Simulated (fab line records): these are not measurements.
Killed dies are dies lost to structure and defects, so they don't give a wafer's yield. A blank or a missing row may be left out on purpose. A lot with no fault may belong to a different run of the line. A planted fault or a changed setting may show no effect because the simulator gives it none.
One fault seen from 2 desks / flow nand harc / every desk sees just its own numbers, and what lay behind them comes last

## AT THE METROLOGY DESK
Lot by lot, what the gauges showed, no matter which tool ran the lot: averages of those sampled wafers that carry a number. A lot is out of limits, marked OUT, if its mean lies more than 4 standard deviations from the usual mean; the brackets give that distance.
Columns: A = overlay x nm at NHARC_P_M1_OVL_MEAS_10, usual 0.0 nm; B = overlay y nm at NHARC_P_M1_OVL_MEAS_10, usual -0.1 nm; C = thk nm at NHARC_P_M1_THK_MEAS_24, usual 158.3 nm
lot=L357; first seen here=day 6 00:27; A=-0.7; B=-0.0; C=157.8
lot=L358; first seen here=day 6 02:25; A=-0.6; B=0.0; C=159.1
lot=L359; first seen here=day 6 13:59; A=0.4; B=-0.5; C=156.7
lot=L362; first seen here=day 7 04:11; A=1.4; B=-0.1; C=158.7
lot=L364; first seen here=day 7 11:20; A=0.1; B=-0.9; C=157.9
lot=L363; first seen here=day 7 13:41; A=0.6; B=-0.5; C=159.1
lot=L365; first seen here=day 8 07:06; A=-1.1; B=1.5; C=157.1
lot=L367; first seen here=day 8 15:07; A=0.9; B=-0.6; C=158.2
lot=L368; first seen here=day 9 05:37; A=-0.4; B=-0.4; C=160.6
lot=L369; first seen here=day 9 06:47; A=0.3; B=0.6; C=158.3
lot=L370; first seen here=day 9 11:34; A=-0.1; B=0.3; C=146.6 (-7.8) OUT
lot=L373; first seen here=day 10 04:52; A=-1.3; B=0.1; C=145.4 (-8.6) OUT
lot=L379; first seen here=day 11 05:57; A=0.2; B=-1.4; C=157.4
lot=L380; first seen here=day 11 18:44; A=-0.5; B=0.1; C=156.1
This desk finds L370, L373 out of limits, L370 being first, at day 9 14:12 (thk nm at NHARC_P_M1_THK_MEAS_24). Within limits: L357, L358, L359, L362, L364, L363, L365, L367, L368, L369, L379, L380.

## THE DEFECT DESK
Lot by lot, what the route's inspections counted, given as the mean of those sampled wafers with a number. A lot is out of limits, marked OUT, if its mean lies more than 4 standard deviations from the usual mean; the brackets give that distance.
Columns: A = raw defect count at NHARC_P_M1_INSPECT_11, usual 3.7
lot=L357; first seen here=day 6 00:29; A=2.7
lot=L358; first seen here=day 6 02:27; A=6.0
lot=L359; first seen here=day 6 14:02; A=3.3
lot=L362; first seen here=day 7 04:13; A=1.7
lot=L364; first seen here=day 7 11:23; A=2.7
lot=L363; first seen here=day 7 13:43; A=3.3
lot=L365; first seen here=day 8 07:08; A=5.7
lot=L367; first seen here=day 8 15:09; A=7.7
lot=L368; first seen here=day 9 05:39; A=4.7
lot=L369; first seen here=day 9 06:49; A=2.7
lot=L370; first seen here=day 9 11:36; A=2.3
lot=L373; first seen here=day 10 04:55; A=3.3
lot=L379; first seen here=day 11 05:59; A=2.0
lot=L380; first seen here=day 11 18:46; A=2.3
Result from this desk: across the 14 lots, nothing is out of limits.

## ALL TOGETHER
The metrology desk could have raised an alarm at day 9 14:12, on L370, L373.
No out-of-limits result turned up at the defect desk.
The defect desk has L370, L373 on record, within its limits.
Every lot named ran NHARC_P_M1_ECD_22 on ecd cu-02.

## WHAT THE SIMULATOR HAD PUT IN
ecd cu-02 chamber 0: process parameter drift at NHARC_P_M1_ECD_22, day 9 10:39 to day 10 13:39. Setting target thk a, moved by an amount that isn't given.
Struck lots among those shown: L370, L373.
Per desk, hours elapsed from the start of the fault to the first reading out of limits: for the metrology desk, 4.
